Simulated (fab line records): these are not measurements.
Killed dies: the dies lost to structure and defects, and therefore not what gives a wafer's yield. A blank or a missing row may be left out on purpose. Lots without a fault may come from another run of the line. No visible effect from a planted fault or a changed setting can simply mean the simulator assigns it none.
Which tool is to blame? | flow nand-harc | 13 lots, 39 wafers sampled, at 6 steps of a route of 1302

## WHAT THE GAUGES SHOWED, per wafer
NHARC_A_ONON_D2_THK_MEAS_02: measures by ellipsometry. Usual: thk-nm at 999 nm, with a standard deviation of 10.
lot  | measured     | on            | thk-nm (nm)    | flag
L938 | day 12 08:16 | film-metro-01 | 999 1001 999   |
L942 | day 14 07:01 | film-metro-02 | 1024 1024 1023 |
L943 | day 14 20:30 | film-metro-01 | 1007 1007 1007 |
L944 | day 14 20:30 | film-metro-02 | 1021 1021 1022 |
L946 | day 15 15:20 | film-metro-01 | 1001 1000 1000 |
L945 | day 15 15:22 | film-metro-02 | 988 989 989    |
L949 | day 17 03:46 | film-metro-01 | 999 999 1000   |
L950 | day 18 05:28 | film-metro-01 | 1001 999 999   |
L952 | day 18 11:39 | film-metro-02 | 996 995 996    |
L956 | day 20 08:24 | film-metro-02 | 996 996 997    |
L957 | day 20 21:35 | film-metro-02 | 991 991 992    |
L958 | day 21 07:34 | film-metro-02 | 1006 1004 1004 |
L960 | day 22 07:31 | film-metro-01 | 1006 1005 1008 |

NHARC_A_ONON_D2_THK_MEAS_11: measures by ellipsometry. Usual: thk-nm at 1002 nm, with a standard deviation of 11.
lot  | measured     | on            | thk-nm (nm)    | flag
L938 | day 12 10:01 | film-metro-01 | 1010 1009 1007 |
L942 | day 14 08:43 | film-metro-01 | 991 992 992    |
L943 | day 14 22:13 | film-metro-01 | 995 995 996    |
L944 | day 14 22:12 | film-metro-02 | 988 990 989    |
L946 | day 15 17:02 | film-metro-02 | 1007 1007 1008 |
L945 | day 15 17:03 | film-metro-01 | 990 990 990    |
L949 | day 17 05:27 | film-metro-02 | 1006 1007 1006 |
L950 | day 18 07:10 | film-metro-01 | 998 998 999    |
L952 | day 18 13:21 | film-metro-02 | 1007 1009 1007 |
L956 | day 20 10:06 | film-metro-02 | 1019 1021 1021 |
L957 | day 20 23:17 | film-metro-01 | 999 1000 999   |
L958 | day 21 09:16 | film-metro-02 | 1007 1007 1008 |
L960 | day 22 09:14 | film-metro-01 | 996 997 996    |

NHARC_A_ONON_D2_THK_MEAS_30: measures by ellipsometry. Usual: thk-nm at 997 nm, with a standard deviation of 8.8.
lot  | measured     | on            | thk-nm (nm)    | flag
L938 | day 12 20:34 | film-metro-01 | 1002 1001 1000 |
L942 | day 14 19:25 | film-metro-01 | 996 995 995    |
L943 | day 15 08:24 | film-metro-01 | 982 983 982    |
L944 | day 15 08:24 | film-metro-02 | 1000 1000 999  |
L946 | day 16 03:34 | film-metro-01 | 1008 1008 1008 |
L945 | day 16 03:35 | film-metro-02 | 994 993 993    |
L949 | day 17 16:04 | film-metro-01 | 992 991 992    |
L950 | day 18 17:23 | film-metro-01 | 985 986 986    |
L952 | day 18 23:52 | film-metro-02 | 985 985 987    |
L956 | day 20 20:41 | film-metro-01 | 1008 1008 1010 |
L957 | day 21 10:10 | film-metro-01 | 1555 1553 1556 | OFF
L958 | day 21 19:34 | film-metro-01 | 1537 1537 1539 | OFF
L960 | day 22 19:28 | film-metro-02 | 994 992 991    |

NHARC_END_SORT_01. Usual: killed-at-array 57, standard deviation 19; killed-at-other 0.9, standard deviation 1.1; killed-at-periphery 4.0, standard deviation 2.6; killed-dies 62, standard deviation 19; killed-open 3.3, standard deviation 1.8; killed-short 2.4, standard deviation 1.7.
lot  | measured     | on        | killed-at-array | killed-at-other | killed-at-periphery | killed-dies | killed-open | killed-short | flag
L957 | day 32 17:13 | prober-01 | 663 667 674     | 3 1 1           | 11 9 2              | 677 677 677 | 4 5 9       | 2 1 3        | OFF
L958 | day 33 03:35 | prober-02 | 673 672 676     | 0 1 0           | 4 4 1               | 677 677 677 | 4 2 4       | 0 1 2        | OFF

## WHAT TOOL EACH LOT RAN ON (gives the tool, then ch and the chambers of the sampled wafers, and finally the start)
lot  | NHARC_A_DECK1_JOINT_DEP_16      | NHARC_A_ONON_D2_DEP_28
L938 | pecvd-01 ch 0,1,2, day 12 07:24 | pecvd-onon-03 ch 0, day 12 20:07
L942 | pecvd-04 ch 0,1, day 14 06:07   | pecvd-onon-04 ch 0, day 14 18:54
L943 | pecvd-02 ch 0,1,2, day 14 19:37 | pecvd-onon-03 ch 0, day 15 08:01
L944 | pecvd-04 ch 0,1,2, day 14 19:37 | pecvd-onon-04 ch 0, day 15 07:54
L946 | pecvd-04 ch 0,1, day 15 14:29   | pecvd-onon-04 ch 0, day 16 03:07
L945 | pecvd-02 ch 0,2, day 15 14:31   | pecvd-onon-02 ch 0, day 16 03:11
L949 | pecvd-02 ch 0,1,2, day 17 02:53 | pecvd-onon-03 ch 0, day 17 15:40
L950 | pecvd-04 ch 0,1, day 18 04:37   | pecvd-onon-03 ch 0, day 18 16:55
L952 | pecvd-04 ch 0,1,2, day 18 10:45 | pecvd-onon-03 ch 0, day 18 23:22
L956 | pecvd-01 ch 0,1, day 20 07:30   | pecvd-onon-03 ch 0, day 20 20:17
L957 | pecvd-01 ch 1,2, day 20 20:43   | pecvd-onon-03 ch 0, day 21 09:38
L958 | pecvd-01 ch 0,1,2, day 21 06:41 | pecvd-onon-03 ch 0, day 21 19:07
L960 | pecvd-02 ch 0,1, day 22 06:41   | pecvd-onon-02 ch 0, day 22 19:05
- NHARC_A_DECK1_JOINT_DEP_16: deposits SiO2, target thk 45 nm.
- NHARC_A_ONON_D2_DEP_28: target thk 1000 nm.

## AS READ BY THE TOOLS THEMSELVES (means over the sampled wafers that have a number; for cases with no such wafer, the mark the record gives instead)
NHARC_A_DECK1_JOINT_DEP_16. Usual: chamber-pressure-Torr 6.501 Torr, standard deviation 0.015; heater-power-w 530 W, standard deviation 68; showerhead-vpp-V 1854 V, standard deviation 84; throttle-valve-pct 16.2 %, standard deviation 0.58.
lot  | tool     | chamber-pressure-Torr (Torr) | heater-power-w (W) | showerhead-vpp-V (V) | throttle-valve-pct (%) | flag
L938 | pecvd-01 | 6.492                        | 490                | 1839                 | 16.5                   |
L942 | pecvd-04 | 6.500                        | 546                | 1813                 | 16.2                   |
L943 | pecvd-02 | 6.493                        | 524                | 1940                 | 16.3                   |
L944 | pecvd-04 | 6.499                        | 540                | 1802                 | 15.7                   |
L946 | pecvd-04 | 6.507                        | 538                | 1821                 | 16.1                   |
L945 | pecvd-02 | 6.511                        | 534                | 1900                 | 16.5                   |
L949 | pecvd-02 | 6.484                        | 490                | 1938                 | 16.3                   |
L950 | pecvd-04 | 6.514                        | 557                | 1802                 | 16.2                   |
L952 | pecvd-04 | 6.508                        | 550                | 1827                 | 15.8                   |
L956 | pecvd-01 | 6.507                        | 623                | 1816                 | 16.5                   |
L957 | pecvd-01 | 6.502                        | 480                | 1782                 | 16.5                   |
L958 | pecvd-01 | 6.498                        | 557                | 1846                 | 16.7                   |
L960 | pecvd-02 | 6.505                        | 520                | 1920                 | 16.2                   |

NHARC_A_ONON_D2_DEP_28. Usual: n2-flow-sccm at 2750 sccm, with a standard deviation of 8.6.
lot  | tool          | n2-flow-sccm (sccm) | flag
L938 | pecvd-onon-03 | 2758                |
L942 | pecvd-onon-04 | 2737                |
L943 | pecvd-onon-03 | 2751                |
L944 | pecvd-onon-04 | 2757                |
L946 | pecvd-onon-04 | 2763                |
L945 | pecvd-onon-02 | 2743                |
L949 | pecvd-onon-03 | 2754                |
L950 | pecvd-onon-03 | 2752                |
L952 | pecvd-onon-03 | 2760                |
L956 | pecvd-onon-03 | 2755                |
L957 | pecvd-onon-03 | 2735                |
L958 | pecvd-onon-03 | 2745                |
L960 | pecvd-onon-02 | 2749                |

## THE ANSWER, worked out from the rows above alone
Rule: take the mean of a lot's wafers that have a number; if it is more than 3 standard deviations from the usual mean, the lot is off. Also off: a lot with no number at a reading for which 4 or more lots have one. Any other lot the step has rows for is counted as sound. The gauges are gone through in route order, then the tools' own readings, and for those a lot's mean is taken as printed above. At the first step where some lot is off, the reading lying furthest off is the one used; lots without a number count as furthest.
Off: L957, L958, at NHARC_A_ONON_D2_THK_MEAS_30 (thk-nm).
A tool fits if, at a process step before that reading, it ran every lot that is off, and no sound lot after the first of them. The gauges at NHARC_A_ONON_D2_THK_MEAS_30 aren't tried: what is off there is off at NHARC_END_SORT_01 too, on other tools, and a gauge's error can't cause that. This does not decide it: 2 tools fit, namely pecvd-01 at NHARC_A_DECK1_JOINT_DEP_16 and pecvd-onon-03 at NHARC_A_ONON_D2_DEP_28.

## WHAT THE SIMULATOR HAD INSERTED
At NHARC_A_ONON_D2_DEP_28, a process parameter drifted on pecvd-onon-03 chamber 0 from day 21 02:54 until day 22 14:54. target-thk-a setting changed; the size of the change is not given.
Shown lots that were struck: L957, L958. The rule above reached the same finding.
